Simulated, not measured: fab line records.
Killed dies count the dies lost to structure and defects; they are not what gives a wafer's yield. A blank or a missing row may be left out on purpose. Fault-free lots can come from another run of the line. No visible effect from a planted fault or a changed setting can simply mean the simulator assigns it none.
The tool behind it: which one?	flow n5 finfet	8 lots with 24 wafers sampled at 8 steps, on a route of 1938 steps

WHAT THE GAUGES READ, wafer by wafer
N5_PMOS_HMC_CHANNEL_EPI_INSPECT_30: inspects for defects (darkfield).
lot	measured	on	raw defect count
L435	day 2 03:02	defect inspect-02	26 28 10
L445	day 4 14:50	defect inspect-02	20 15 14
L446	day 4 20:40	defect inspect-01	10 6 19
L447	day 5 02:39	defect inspect-02	1007 1002 1015
L448	day 5 08:52	defect inspect-02	987 973 990
L454	day 6 22:10	defect inspect-01	20 14 20
L455	day 7 04:00	defect inspect-01	14 10 10
L457	day 7 16:40	defect inspect-01	20 34 38

N5_FIN_SAQP_THK_MEAS_05.
lot	measured	on	thk nm (nm)
L435	day 2 03:40	film metro-01	37.6 38.0 37.8
L445	day 4 15:34	film metro-01	37.6 38.2 38.3
L446	day 4 23:31	film metro-02	38.0 38.2 38.4
L447	day 5 04:19	film metro-02	37.7 37.6 38.6
L448	day 5 09:31	film metro-01	37.2 38.6 38.4
L454	day 6 22:53	film metro-01	37.9 37.6 38.2
L455	day 7 04:38	film metro-02	37.2 37.4 38.1
L457	day 7 17:17	film metro-01	38.3 38.7 39.1

N5_FIN_SAQP_INSPECT_18: inspects for defects (brightfield).
lot	measured	on	raw defect count
L435	day 2 04:27	defect inspect-02	374 462 394
L445	day 4 16:19	defect inspect-02	401 464 328
L446	day 5 00:18	defect inspect-01	714 558 619
L447	day 5 05:04	defect inspect-01	1368 1505 1334
L448	day 5 10:17	defect inspect-02	1453 1265 1406
L454	day 6 23:38	defect inspect-01	369 358 324
L455	day 7 05:23	defect inspect-02	300 220 402
L457	day 7 18:03	defect inspect-02	471 463 344

N5_FIN_SAQP_INSPECT_40: inspects for defects (brightfield).
lot	measured	on	raw defect count
L435	day 2 09:01	defect inspect-01	142 211 211
L445	day 4 20:50	defect inspect-01	165 191 212
L446	day 5 06:29	defect inspect-02	295 244 163
L447	day 5 10:05	defect inspect-01	1229 1174 1281
L448	day 5 14:34	defect inspect-02	1303 1200 1188
L454	day 7 04:19	defect inspect-02	194 174 163
L455	day 7 10:55	defect inspect-02	151 132 135
L457	day 8 00:05	defect inspect-02	285 373 187

N5_BEOL_M4_RC_MEAS_101.
lot	measured	on	DIBL_N (mV/V)	DIBL_P (mV/V)	IOFF_N (nA/um)	IOFF_P (nA/um)	ION_N (uA/um)	ION_P (uA/um)	SS_N (mV/dec)	SS_P (mV/dec)	VT_N (mV)	VT_P (mV)
L435	day 8 15:58	prober-01	35.9 37.1 37.2	35.8 37.6 37.0	0.154 0.182 0.181	0.189 0.213 0.215	673 677 684	457 457 465	71.3 71.6 72.2	73.1 73.7 74.0	251.8 251.6 248.6	-254.4 -250.9 -250.2
L445	day 11 03:49	prober-01	35.8 34.1 34.7	35.2 32.7 34.5	0.141 0.116 0.120	0.200 0.167 0.191	670 649 654	462 450 464	71.3 70.6 70.8	73.0 72.7 73.3	252.4 257.0 253.8	-250.8 -254.7 -251.3
L446	day 11 11:40	prober-02	36.8 34.5 35.1	35.5 33.3 33.3	0.161 0.123 0.129	0.211 0.178 0.176	677 660 659	454 452 454	71.4 71.1 71.6	74.0 72.7 73.3	253.2 253.4 254.8	-251.8 -253.1 -253.2
L447	day 12 10:47	prober-02	34.4 36.0 37.2	34.2 36.0 37.4	0.117 0.137 0.153	0.164 0.192 0.211	656 656 666	447 452 456	70.8 71.7 71.6	72.5 72.9 73.3	253.0 252.0 251.0	-251.7 -252.3 -252.4
L448	day 12 04:38	prober-02	36.0 37.6 36.6	36.8 37.8 36.5	0.177 0.198 0.174	0.237 0.244 0.235	687 664 676	471 460 465	71.6 72.9 71.9	73.8 74.2 73.4	243.4 246.2 246.1	-248.4 -247.6 -246.4
L454	day 13 21:12	prober-01	35.8 32.8 34.9	38.0 34.6 37.1	0.168 0.121 0.152	0.216 0.176 0.203	673 669 685	462 460 474	71.5 71.3 71.5	73.4 72.8 73.5	249.3 251.3 252.4	-252.6 -253.5 -249.4
L455	day 14 01:19	prober-02	37.1 36.4 36.6	38.5 37.5 37.4	0.190 0.170 0.165	0.239 0.215 0.209	690 691 679	472 468 462	71.4 71.4 71.7	74.4 74.6 73.0	247.0 248.6 249.0	-248.6 -250.0 -248.8
L457	day 15 00:24	prober-02	35.8 35.0 35.3	35.8 34.7 34.6	0.145 0.134 0.136	0.211 0.189 0.192	689 679 672	473 469 462	70.6 70.9 70.7	72.9 72.8 73.1	248.5 250.8 250.5	-249.6 -249.5 -249.6

TOOL THAT RAN EACH LOT (tool first, then ch and the chambers of the sampled wafers, then the start)
lot	N5_PMOS_HMC_CHANNEL_EPI_HM_OPEN_15	N5_PMOS_HMC_CHANNEL_EPI_PRECLEAN_24	N5_FIN_SAQP_PECVD_48
L435	rie diel-02 ch 0,1,3, day 1 23:48	wet bench-06 ch 3,4,7, day 2 02:31	pecvd-01 ch 0,1, day 2 03:45
L445	rie diel-04 ch 0,2,3, day 4 12:05	wet bench-06 ch 0,3,7, day 4 14:19	pecvd-01 ch 0,1, day 4 15:39
L446	rie diel-04 ch 2,3, day 4 17:55	wet bench-06 ch 3,5,6, day 4 20:08	pecvd-04 ch 0,1,2, day 4 23:37
L447	rie diel-01 ch 0,3, day 4 23:29	wet bench-06 ch 1,4,7, day 5 02:07	pecvd-01 ch 0,1,2, day 5 04:23
L448	rie diel-02 ch 0,2, day 5 05:46	wet bench-06 ch 0,5,6, day 5 08:27	pecvd-02 ch 0,1, day 5 09:35
L454	rie diel-01 ch 1,2,3, day 6 18:27	wet bench-03 ch 0,6,7, day 6 21:38	pecvd-02 ch 0,1,2, day 6 22:58
L455	rie diel-02 ch 1,2,3, day 7 00:50	wet bench-01 ch 0,4,5, day 7 03:28	pecvd-02 ch 0,1,2, day 7 04:42
L457	rie diel-01 ch 1,3, day 7 13:52	wet bench-01 ch 0,5,6, day 7 16:08	pecvd-04 ch 0,2, day 7 17:22
- N5_PMOS_HMC_CHANNEL_EPI_HM_OPEN_15: chemistry CHF3/O2, target SiO2, target depth 40.6 nm, time 20.3 s.
- N5_PMOS_HMC_CHANNEL_EPI_PRECLEAN_24: cleans in DHF, time 30 s.
- N5_FIN_SAQP_PECVD_48: deposits SiNx from SiH4/NH3/N2, target thk 25 nm, time 22.1 s.

WHAT THE TOOLS THEMSELVES READ (means of the sampled wafers that have a number; where no wafer has one, the mark that the record gives instead)
N5_PMOS_HMC_CHANNEL_EPI_HM_OPEN_15.
lot	tool	O2_flow_sccm (sccm)	chamber pressure mTorr (mTorr)	drypump motor current A (A)	oes product au (a.u.)	rf vpp V (V)	showerhead plenum p Torr (Torr)	throttle valve pct (%)
L435	rie diel-02	5.005	29.972	5.80	0.73	520	2.44	18.98
L445	rie diel-04	5.010	29.980	5.18	0.74	522	2.43	18.83
L446	rie diel-04	5.000	30.018	5.39	0.74	522	2.43	18.83
L447	rie diel-01	4.998	29.998	5.69	0.81	519	2.43	18.61
L448	rie diel-02	4.995	30.007	5.90	0.74	522	2.44	18.96
L454	rie diel-01	4.998	29.993	5.47	0.77	525	2.38	18.91
L455	rie diel-02	5.012	30.018	5.87	0.83	523	2.46	18.85
L457	rie diel-01	4.998	29.984	5.45	0.69	526	2.39	19.08

N5_FIN_SAQP_PECVD_48.
lot	tool	chamber pressure Torr (Torr)	heater power w (W)	showerhead plenum p Torr (Torr)	throttle valve pct (%)
L435	pecvd-01	1.495	822	5.09	39.6
L445	pecvd-01	1.498	819	5.09	40.1
L446	pecvd-04	1.499	748	5.09	38.4
L447	pecvd-01	1.502	810	5.09	39.3
L448	pecvd-02	1.497	845	5.17	40.5
L454	pecvd-02	1.500	774	5.11	39.9
L455	pecvd-02	1.502	730	5.11	39.9
L457	pecvd-04	1.500	720	5.07	39.0

THE ANSWER, worked out from the rows above alone
Rule: usual is defined by the lots themselves. Put in order of their means at a reading, lots are off if they are a third of the lots or fewer, leave a main group of 4 or more, and stand apart from it by a gap of 3 or more times the standard deviation of the main group's means; of several such gaps the widest counts. A main group whose means are all the same, to the digits that the tables above print for the reading, isn't used. A lot without any number at a reading at which 4 lots or more have one is off too. The other lots that the step has rows for count as sound. The gauges are gone through in route order, then the tools' own readings, and for those a lot's mean is taken as printed above. At the first step where some lot is off, the reading lying furthest off is the one used; lots without a number count as furthest.
Off: L447, L448 (N5_PMOS_HMC_CHANNEL_EPI_INSPECT_30, raw defect count). The main group: mean 18, standard deviation 6.6.
A tool fits if, at a process step before that reading, it ran every lot that is off, and no sound lot after the first of them. Gauges at N5_PMOS_HMC_CHANNEL_EPI_INSPECT_30: tried the same way as those tools. 2 tools fit, wet bench-06 at N5_PMOS_HMC_CHANNEL_EPI_PRECLEAN_24 and defect inspect-02 at N5_PMOS_HMC_CHANNEL_EPI_INSPECT_30, so this cannot tell which one it is.

WHAT THE SIMULATOR HAD INSERTED
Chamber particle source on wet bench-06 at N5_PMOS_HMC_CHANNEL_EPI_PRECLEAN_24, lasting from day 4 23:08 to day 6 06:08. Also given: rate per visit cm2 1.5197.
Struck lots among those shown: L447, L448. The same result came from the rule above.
